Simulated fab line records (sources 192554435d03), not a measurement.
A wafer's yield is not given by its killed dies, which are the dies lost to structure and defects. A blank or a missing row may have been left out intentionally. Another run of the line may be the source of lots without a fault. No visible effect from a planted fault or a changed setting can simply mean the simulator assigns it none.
Lot-split experiment    flow n5 finfet    7 lots, 39 wafers read, on a route of 1938 steps

## ABOUT THE SPLIT
At N5_SD_EPI_N_EPI_21 (deposits Si:P, time 690 s), the setting time s was moved away from the recipe's 690 s on 15 of the 39 wafers read, by -30.4% to +48.1%. The other wafers ran this setting at the recipe's value.

## FROM THE SPLIT TO THE READING: what the file shows between them, 4 steps
- N5_SD_EPI_N_EPI_MEAS_23
- N5_SD_EPI_N_PRECLEAN_24: cleans in O3/DIW, time 60 s
- N5_SD_EPI_N_SRD_25: time 30 s
- N5_SD_EPI_P_EPI_21: deposits SiGe:B, time 355 s

## THE READING
Si-P_of_SD_EPI_N_EPI_21.thk nm (the simulator's own value, which no gauge read), in nm, at N5_SD_EPI_P_HM_STRIP_48 (strips SiNx in H3PO4, material SiNx, target depth 3 nm). No usual value for it is given in the file. Here, 24 wafers ran the recipe; their average is 58.6 nm with a standard deviation of 0.87 nm.

wafer   tool, chamber at the split  time s as run, s  against the recipe  Si-P_of_SD_EPI_N_EPI_21.thk nm, nm  against lot-mates on the recipe
L074.1  epi rpcvd-03, 0             556.5             -19.3%              52                                  -7.9
L074.6  epi rpcvd-03, 0             556.5             -19.3%              52                                  -7.9
L074.2  epi rpcvd-03, 0             556.5             -19.3%              51.6                                -8.3
L074.3  epi rpcvd-03, 0             690               recipe              60                                  -
L074.4  epi rpcvd-03, 0             690               recipe              60.6                                -
L074.5  epi rpcvd-03, 0             690               recipe              59.2                                -
L076.1  epi rpcvd-01, 0             690               recipe              58.8                                -
L076.3  epi rpcvd-01, 0             690               recipe              58.8                                -
L076.2  epi rpcvd-01, 0             690               recipe              58.6                                -
L076.4  epi rpcvd-01, 0             690               recipe              59.6                                -
L076.5  epi rpcvd-01, 0             690               recipe              59                                  -
L076.6  epi rpcvd-01, 0             690               recipe              59                                  -
L077.1  epi rpcvd-04, 0             690               recipe              58                                  -
L077.2  epi rpcvd-04, 0             690               recipe              58                                  -
L077.3  epi rpcvd-04, 0             690               recipe              58.8                                -
L077.4  epi rpcvd-04, 0             1022              +48.1%              78                                  +19.7
L077.5  epi rpcvd-04, 0             1022              +48.1%              77.8                                +19.5
L077.6  epi rpcvd-04, 0             1022              +48.1%              77.8                                +19.5
L082.1  epi rpcvd-04, 0             480.4             -30.4%              43                                  -14.9
L082.2  epi rpcvd-04, 0             690               recipe              58                                  -
L082.3  epi rpcvd-04, 0             690               recipe              57.8                                -
L082.4  epi rpcvd-04, 0             690               recipe              57.8                                -
L082.5  epi rpcvd-04, 0             480.4             -30.4%              43.6                                -14.3
L082.6  epi rpcvd-04, 0             480.4             -30.4%              43.8                                -14.1
L085.1  epi rpcvd-03, 0             989.1             +43.3%              76.6                                +17.3
L085.3  epi rpcvd-03, 0             989.1             +43.3%              76.6                                +17.3
L085.2  epi rpcvd-03, 0             690               recipe              59.2                                -
L085.4  epi rpcvd-03, 0             690               recipe              59.6                                -
L085.5  epi rpcvd-03, 0             989.1             +43.3%              76.2                                +16.9
L085.6  epi rpcvd-03, 0             690               recipe              59                                  -
L088.2  epi rpcvd-04, 0             690               recipe              56.8                                -
L088.3  epi rpcvd-04, 0             690               recipe              57                                  -
L088.6  epi rpcvd-04, 0             690               recipe              57.8                                -
L093.1  epi rpcvd-01, 0             690               recipe              58.6                                -
L093.2  epi rpcvd-01, 0             690               recipe              58.6                                -
L093.3  epi rpcvd-01, 0             842.4             +22.1%              67.2                                +8.7
L093.5  epi rpcvd-01, 0             842.4             +22.1%              67.2                                +8.7
L093.4  epi rpcvd-01, 0             842.4             +22.1%              66.4                                +7.9
L093.6  epi rpcvd-01, 0             690               recipe              58.4                                -

THE FIT
A straight line over all 39 wafers: Si-P_of_SD_EPI_N_EPI_21.thk nm changes by +0.416 nm for each +1% of time s; r = +0.99; the points scatter about the line by 1.1 nm.
The same after taking each lot's own level away (the mean of its wafers on the recipe; 39 wafers): +0.416 nm for each +1%; r = +1.00; scatter 0.62 nm.
That fit puts the effect of the largest move of time s on the reading at 20 nm.
From 57.20 to 59.93 nm: that is the span of the lots' own levels, equal to 3.1 times the standard deviation above.
So the lot-to-lot level changes the slope little: the two slopes agree.
Check: +19.7 nm against its lot-mates is what the line predicts for one of the wafers moved furthest among these (+48.1%) when that wafer is left out of the fit. Against them it came out at +19.7 nm.

## THE WHOLE CHAIN: every reading that the file lists as answering this split, in the file's order
step                     what it does                                            reading                                                                          change (the file's fit)                r (the file's)
N5_SD_EPI_N_EPI_21       deposits Si:P, time 690 s                               Si-P_of_SD_EPI_N_EPI_21.thk nm (the simulator's own value, which no gauge read)  +0.417 nm for each +1% of the setting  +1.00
N5_SD_EPI_N_EPI_MEAS_23                                                          thk nm                                                                           withheld for each +1% of the setting   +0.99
N5_SD_EPI_P_HM_STRIP_48  strips SiNx in H3PO4, material SiNx, target depth 3 nm  Si-P_of_SD_EPI_N_EPI_21.thk nm (the simulator's own value, which no gauge read)  +0.413 nm for each +1% of the setting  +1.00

## THE FILE'S OWN FIT
Si-P_of_SD_EPI_N_EPI_21.thk nm changes by +0.413 nm for each +1% of time s, r = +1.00.
